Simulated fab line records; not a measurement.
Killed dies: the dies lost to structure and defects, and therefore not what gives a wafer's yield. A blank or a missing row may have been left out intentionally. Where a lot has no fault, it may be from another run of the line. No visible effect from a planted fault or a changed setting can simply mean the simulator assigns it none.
Which of the tools did it?	flow n5Finfet	Sampling: 23 lots, 69 wafers, 6 of 1938 route steps

## WHAT EACH GAUGE READ, for each wafer
The record holds no reading of a measuring or inspecting step that can be judged against a usual standard deviation.

## EACH LOT AND THE TOOL THAT RAN IT (in order: tool; ch and the chambers of the sampled wafers; start)
lot	N5_BEOL_M1_ETCHBACK_99	N5_BEOL_M1_STRIP_36	N5_BEOL_M1_SPUTTER_48	N5_BEOL_M1_ANNEAL_49	N5_BEOL_M1_SPUTTER_81	N5_BEOL_M1_SPUTTER_92
L074	rieDiel-02 ch 1,3, day 6 12:22	rieDiel-02 ch 1,3, day 6 12:33	pvdSputter-01, day 6 14:20	pvdSputter-01, day 6 14:25	pvdSputter-01, day 6 14:47	pvdSputter-01, day 6 15:40
L075	rieDiel-02 ch 0,2, day 6 20:52	rieDiel-02 ch 0,2, day 6 21:04	pvdSputter-02, day 6 22:08	pvdSputter-02, day 6 22:13	pvdSputter-02, day 6 22:35	pvdSputter-02, day 6 23:28
L077	rieDiel-03 ch 1,2,3, day 6 20:54	rieDiel-03 ch 1,2,3, day 6 21:05	pvdSputter-01, day 6 22:34	pvdSputter-01, day 6 22:39	pvdSputter-01, day 6 23:01	pvdSputter-01, day 6 23:53
L076	rieDiel-02 ch 1,2,3, day 7 00:38	rieDiel-02 ch 1,2,3, day 7 00:50	pvdSputter-03, day 7 02:54	pvdSputter-03, day 7 02:59	pvdSputter-03, day 7 03:23	pvdSputter-03, day 7 04:20
L078	rieDiel-03 ch 0,2, day 7 08:32	rieDiel-03 ch 0,2, day 7 08:44	pvdSputter-03, day 7 10:11	pvdSputter-03, day 7 10:16	pvdSputter-03, day 7 10:37	pvdSputter-03, day 7 11:30
L079	rieDiel-06 ch 0,1,2, day 7 11:16	rieDiel-06 ch 0,1,2, day 7 11:28	pvdSputter-02, day 7 12:50	pvdSputter-02, day 7 12:55	pvdSputter-02, day 7 13:17	pvdSputter-02, day 7 14:10
L081	rieDiel-03 ch 0,1, day 8 06:19	rieDiel-03 ch 0,1, day 8 06:31	pvdSputter-03, day 8 07:58	pvdSputter-03, day 8 08:03	pvdSputter-03, day 8 08:25	pvdSputter-03, day 8 09:17
L080	rieDiel-06 ch 0,2,3, day 8 07:44	rieDiel-06 ch 0,2,3, day 8 07:56	pvdSputter-02, day 8 09:45	pvdSputter-02, day 8 09:50	pvdSputter-02, day 8 10:11	pvdSputter-02, day 8 11:04
L082	rieDiel-03 ch 1,2, day 8 15:54	rieDiel-03 ch 1,2, day 8 16:06	pvdSputter-02, day 8 17:26	pvdSputter-02, day 8 17:31	pvdSputter-02, day 8 17:53	pvdSputter-02, day 8 18:46
L083	rieDiel-02 ch 0,1,2, day 8 16:02	rieDiel-02 ch 0,1,2, day 8 16:14	pvdSputter-01, day 8 17:42	pvdSputter-01, day 8 17:47	pvdSputter-01, day 8 18:08	pvdSputter-01, day 8 19:01
L084	rieDiel-02 ch 0,1, day 8 18:40	rieDiel-02 ch 0,1, day 8 18:52	pvdSputter-03, day 8 20:23	pvdSputter-03, day 8 20:28	pvdSputter-03, day 8 20:50	pvdSputter-03, day 8 21:43
L085	rieDiel-06 ch 1,2,3, day 8 23:55	rieDiel-06 ch 1,2,3, day 9 00:06	pvdSputter-01, day 9 01:29	pvdSputter-01, day 9 01:34	pvdSputter-01, day 9 01:56	pvdSputter-01, day 9 02:49
L086	rieDiel-03 ch 0,1,2, day 9 07:54	rieDiel-03 ch 0,1,2, day 9 08:06	pvdSputter-03, day 9 10:08	pvdSputter-03, day 9 10:13	pvdSputter-03, day 9 10:34	pvdSputter-03, day 9 11:27
L088	rieDiel-02 ch 1,2,3, day 9 18:38	rieDiel-02 ch 1,2,3, day 9 18:49	pvdSputter-01, day 9 20:48	pvdSputter-01, day 9 20:53	pvdSputter-01, day 9 21:14	pvdSputter-01, day 9 22:07
L087	rieDiel-03 ch 0,1,3, day 9 22:08	rieDiel-03 ch 0,1,3, day 9 22:20	pvdSputter-03, day 9 23:38	pvdSputter-03, day 9 23:43	pvdSputter-03, day 10 00:05	pvdSputter-03, day 10 00:58
L089	rieDiel-03 ch 0,1,3, day 10 15:49	rieDiel-03 ch 0,1,3, day 10 16:01	pvdSputter-01, day 10 17:39	pvdSputter-01, day 10 17:44	pvdSputter-01, day 10 18:05	pvdSputter-01, day 10 18:58
L090	rieDiel-03 ch 1,2, day 11 06:55	rieDiel-03 ch 1,2, day 11 07:07	pvdSputter-01, day 11 08:15	pvdSputter-01, day 11 08:20	pvdSputter-01, day 11 08:41	pvdSputter-01, day 11 09:34
L092	rieDiel-03 ch 0,1,2, day 11 15:31	rieDiel-03 ch 0,1,2, day 11 15:42	pvdSputter-03, day 11 16:44	pvdSputter-03, day 11 16:49	pvdSputter-03, day 11 17:10	pvdSputter-03, day 11 18:03
L094	rieDiel-02 ch 0,1,2, day 12 03:13	rieDiel-02 ch 0,1,2, day 12 03:25	pvdSputter-03, day 12 04:52	pvdSputter-03, day 12 04:56	pvdSputter-03, day 12 05:18	pvdSputter-03, day 12 06:11
L093	rieDiel-02 ch 0,1,3, day 12 06:16	rieDiel-02 ch 0,1,3, day 12 06:28	pvdSputter-03, day 12 07:26	pvdSputter-03, day 12 07:31	pvdSputter-03, day 12 07:52	pvdSputter-03, day 12 08:45
L091	rieDiel-06 ch 2,3, day 12 10:50	rieDiel-06 ch 2,3, day 12 11:02	pvdSputter-01, day 12 12:05	pvdSputter-01, day 12 12:10	pvdSputter-01, day 12 12:32	pvdSputter-01, day 12 13:25
L096	rieDiel-02 ch 0,1,2, day 12 14:24	rieDiel-02 ch 0,1,2, day 12 14:36	pvdSputter-03, day 12 17:30	pvdSputter-03, day 12 17:35	pvdSputter-03, day 12 17:56	pvdSputter-03, day 12 18:49
L097	rieDiel-06 ch 0,1,2, day 12 20:26	rieDiel-06 ch 0,1,2, day 12 20:38	pvdSputter-03, day 12 22:37	pvdSputter-03, day 12 22:42	pvdSputter-03, day 12 23:04	pvdSputter-03, day 12 23:56
- N5_BEOL_M1_ETCHBACK_99: etches SiO2 in CHF3, target depth 5 nm, time 10.4 s.
- N5_BEOL_M1_STRIP_36: strips in N2/H2.
- N5_BEOL_M1_SPUTTER_48: material Cu, target thk 4.5 nm, time 8.29 s.
- N5_BEOL_M1_ANNEAL_49: time 240 s.
- N5_BEOL_M1_SPUTTER_81: material Cu, target thk 4.5 nm, time 8.29 s.
- N5_BEOL_M1_SPUTTER_92: material Cu, target thk 4.5 nm, time 8.29 s.

## WHAT THE TOOLS THEMSELVES READ (means of the sampled wafers that have a number; where no wafer has one, the mark that the record gives instead)
N5_BEOL_M1_ETCHBACK_99.
lot	tool	drypumpMotorCurrentA (A)	oesProductAu (a.u.)	rfVppV (V)	showerheadPlenumPTorr (Torr)	throttleValvePct (%)
L074	rieDiel-02	6.0	0.84	238.5	2.13	17.17
L075	rieDiel-02	5.8	0.90	239.5	2.16	16.98
L077	rieDiel-03	5.6	0.80	243.2	2.18	17.07
L076	rieDiel-02	6.0	0.82	239.8	2.18	17.10
L078	rieDiel-03	5.1	0.75	239.4	2.06	17.13
L079	rieDiel-06	5.8	0.82	239.2	2.14	17.07
L081	rieDiel-03	5.6	0.76	243.0	2.18	17.09
L080	rieDiel-06	5.7	0.80	238.3	2.11	17.06
L082	rieDiel-03	5.8	0.71	242.1	2.16	17.23
L083	rieDiel-02	6.0	0.85	238.4	2.19	16.97
L084	rieDiel-02	6.1	0.91	238.8	2.18	16.86
L085	rieDiel-06	5.8	0.71	239.6	2.14	17.26
L086	rieDiel-03	5.3	0.74	241.0	2.12	17.13
L088	rieDiel-02	6.1	0.80	238.9	2.17	17.14
L087	rieDiel-03	5.4	0.82	241.8	2.20	16.97
L089	rieDiel-03	5.5	0.81	242.0	2.20	17.00
L090	rieDiel-03	5.8	0.80	243.6	2.24	17.12
L092	rieDiel-03	5.4	0.83	241.5	2.20	17.01
L094	rieDiel-02	6.0	0.82	239.5	2.18	17.02
L093	rieDiel-02	5.9	0.84	239.3	2.13	17.09
L091	rieDiel-06	5.8	0.70	238.4	2.11	17.28
L096	rieDiel-02	6.0	0.82	239.0	2.18	17.03
L097	rieDiel-06	5.8	0.77	238.9	2.12	17.12

N5_BEOL_M1_STRIP_36.
lot	tool	drypumpMotorCurrentA (A)	oesProductAu (a.u.)	rfVppV (V)	showerheadPlenumPTorr (Torr)	throttleValvePct (%)
L074	rieDiel-02	6.0	0.84	60.3	2.51	23.78
L075	rieDiel-02	5.8	0.89	58.3	2.54	23.46
L077	rieDiel-03	5.6	0.81	58.8	2.58	23.70
L076	rieDiel-02	6.1	0.82	60.3	2.56	23.67
L078	rieDiel-03	5.1	0.76	59.4	2.43	23.60
L079	rieDiel-06	5.8	0.81	59.3	2.51	23.60
L081	rieDiel-03	5.7	0.77	60.4	2.57	23.72
L080	rieDiel-06	5.7	0.80	58.5	2.48	23.53
L082	rieDiel-03	5.8	0.71	60.7	2.54	23.89
L083	rieDiel-02	6.0	0.85	59.6	2.57	23.53
L084	rieDiel-02	6.1	0.91	59.3	2.55	23.57
L085	rieDiel-06	5.8	0.72	59.3	2.52	23.76
L086	rieDiel-03	5.4	0.75	59.6	2.49	23.67
L088	rieDiel-02	6.1	0.80	56.9	2.56	23.70
L087	rieDiel-03	5.4	0.81	59.2	2.60	23.54
L089	rieDiel-03	5.5	0.82	58.8	2.60	23.57
L090	rieDiel-03	5.8	0.81	58.8	2.64	23.85
L092	rieDiel-03	5.3	0.82	57.7	2.59	23.64
L094	rieDiel-02	6.0	0.83	57.5	2.56	23.55
L093	rieDiel-02	5.9	0.83	59.1	2.50	23.69
L091	rieDiel-06	5.8	0.70	60.0	2.49	23.72
L096	rieDiel-02	6.0	0.81	58.7	2.56	23.56
L097	rieDiel-06	5.8	0.76	57.5	2.50	23.63

N5_BEOL_M1_SPUTTER_48.
lot	tool	chuckSensorTempC (C)	susceptorTempC (C)	throttleValvePct (%)
L074	pvdSputter-01	-17.1	-19.94	29.5
L075	pvdSputter-02	-15.9	-20.05	29.5
L077	pvdSputter-01	-17.2	-20.03	30.0
L076	pvdSputter-03	-16.3	-20.04	30.9
L078	pvdSputter-03	-16.3	-20.02	31.0
L079	pvdSputter-02	-15.9	-20.09	30.5
L081	pvdSputter-03	-17.2	-19.84	30.6
L080	pvdSputter-02	-15.8	-20.15	30.1
L082	pvdSputter-02	-15.5	-20.08	30.9
L083	pvdSputter-01	-16.5	-19.99	29.2
L084	pvdSputter-03	-15.8	-20.03	30.3
L085	pvdSputter-01	-16.5	-20.06	29.4
L086	pvdSputter-03	-15.9	-20.00	30.1
L088	pvdSputter-01	-16.6	-19.99	29.2
L087	pvdSputter-03	-16.0	-20.05	30.1
L089	pvdSputter-01	-16.6	-19.94	29.1
L090	pvdSputter-01	-16.5	-20.08	29.5
L092	pvdSputter-03	-16.2	-20.04	30.8
L094	pvdSputter-03	-15.9	-20.05	30.2
L093	pvdSputter-03	-15.9	-19.98	30.1
L091	pvdSputter-01	-16.5	-20.17	29.6
L096	pvdSputter-03	-15.8	-20.11	29.9
L097	pvdSputter-03	-15.8	-20.14	30.1

N5_BEOL_M1_ANNEAL_49.
lot	tool	heaterPowerW (W)	susceptorTempC (C)	susceptor_temp_C_max
L074	pvdSputter-01	834	400.07	401.7
L075	pvdSputter-02	973	399.87	400.4
L077	pvdSputter-01	820	400.00	401.1
L076	pvdSputter-03	876	400.27	401.2
L078	pvdSputter-03	879	400.14	400.9
L079	pvdSputter-02	930	400.01	400.7
L081	pvdSputter-03	944	400.00	400.9
L080	pvdSputter-02	994	400.05	400.8
L082	pvdSputter-02	949	400.16	401.0
L083	pvdSputter-01	808	400.24	401.4
L084	pvdSputter-03	792	399.82	400.7
L085	pvdSputter-01	888	400.10	401.3
L086	pvdSputter-03	809	400.04	400.8
L088	pvdSputter-01	809	400.04	401.3
L087	pvdSputter-03	791	400.16	400.9
L089	pvdSputter-01	806	400.16	401.4
L090	pvdSputter-01	791	399.99	401.3
L092	pvdSputter-03	875	399.91	400.6
L094	pvdSputter-03	798	399.97	400.6
L093	pvdSputter-03	799	399.92	400.7
L091	pvdSputter-01	889	399.77	401.0
L096	pvdSputter-03	804	400.30	401.1
L097	pvdSputter-03	797	399.75	400.6

N5_BEOL_M1_SPUTTER_81.
lot	tool	chuckSensorTempC (C)	susceptorTempC (C)	throttleValvePct (%)
L074	pvdSputter-01	-17.1	-20.03	29.5
L075	pvdSputter-02	-15.8	-19.94	29.5
L077	pvdSputter-01	-17.0	-19.97	30.0
L076	pvdSputter-03	-16.2	-19.92	30.9
L078	pvdSputter-03	-16.2	-20.02	30.8
L079	pvdSputter-02	-15.8	-19.92	30.6
L081	pvdSputter-03	-17.0	-20.17	30.3
L080	pvdSputter-02	-15.8	-20.02	30.1
L082	pvdSputter-02	-15.7	-20.09	30.9
L083	pvdSputter-01	-16.7	-20.16	29.1
L084	pvdSputter-03	-15.9	-20.07	30.1
L085	pvdSputter-01	-16.5	-19.98	29.5
L086	pvdSputter-03	-15.8	-19.99	30.2
L088	pvdSputter-01	-16.6	-19.95	29.2
L087	pvdSputter-03	-15.8	-20.06	30.1
L089	pvdSputter-01	-16.6	-19.96	29.0
L090	pvdSputter-01	-16.6	-20.00	29.4
L092	pvdSputter-03	-16.3	-20.02	30.8
L094	pvdSputter-03	-15.9	-20.05	30.2
L093	pvdSputter-03	-15.8	-20.01	30.1
L091	pvdSputter-01	-16.5	-19.99	29.5
L096	pvdSputter-03	-16.0	-20.13	29.9
L097	pvdSputter-03	-15.9	-19.98	30.1

N5_BEOL_M1_SPUTTER_92.
lot	tool	chuckSensorTempC (C)	susceptorTempC (C)	throttleValvePct (%)
L074	pvdSputter-01	-17.0	-20.06	29.6
L075	pvdSputter-02	-15.8	-19.93	29.5
L077	pvdSputter-01	-17.0	-20.07	29.8
L076	pvdSputter-03	-16.2	-20.04	31.0
L078	pvdSputter-03	-16.3	-19.92	30.8
L079	pvdSputter-02	-15.8	-19.93	30.7
L081	pvdSputter-03	-17.1	-19.96	30.4
L080	pvdSputter-02	-15.8	-20.03	30.0
L082	pvdSputter-02	-15.5	-20.01	31.0
L083	pvdSputter-01	-16.5	-20.00	29.1
L084	pvdSputter-03	-15.9	-20.03	29.9
L085	pvdSputter-01	-16.5	-19.91	29.5
L086	pvdSputter-03	-15.8	-20.02	30.2
L088	pvdSputter-01	-16.7	-20.03	29.1
L087	pvdSputter-03	-15.9	-20.02	30.3
L089	pvdSputter-01	-16.7	-19.98	29.1
L090	pvdSputter-01	-16.5	-20.02	29.5
L092	pvdSputter-03	-16.2	-20.01	30.9
L094	pvdSputter-03	-15.9	-19.93	30.1
L093	pvdSputter-03	-15.8	-19.97	30.2
L091	pvdSputter-01	-16.6	-19.98	29.4
L096	pvdSputter-03	-15.9	-19.91	30.1
L097	pvdSputter-03	-15.8	-20.14	30.1

## THE ANSWER, worked out from the rows above alone
Rule: usual is defined by the lots themselves. The widest of any qualifying gaps counts: lots, ordered by their means at a reading, are off when they make up no more than a third of the lots, leave a main group of 4 or more, and stand apart from it by 3 or more times the standard deviation of that group's means. A main group is skipped when, at the precision printed for the reading in the tables above, its means are all equal. A lot without any number at a reading at which 4 lots or more have one is off too. All remaining lots with rows at the step are treated as sound. First the gauges in route order, then the tools' own readings, where a lot's mean is used as printed above. At the first step where some lot is off, the reading lying furthest off is the one used; lots without a number count as furthest.
No lot is off at any reading shown: from this, nothing can be told.

## WHAT THE SIMULATOR PUT IN
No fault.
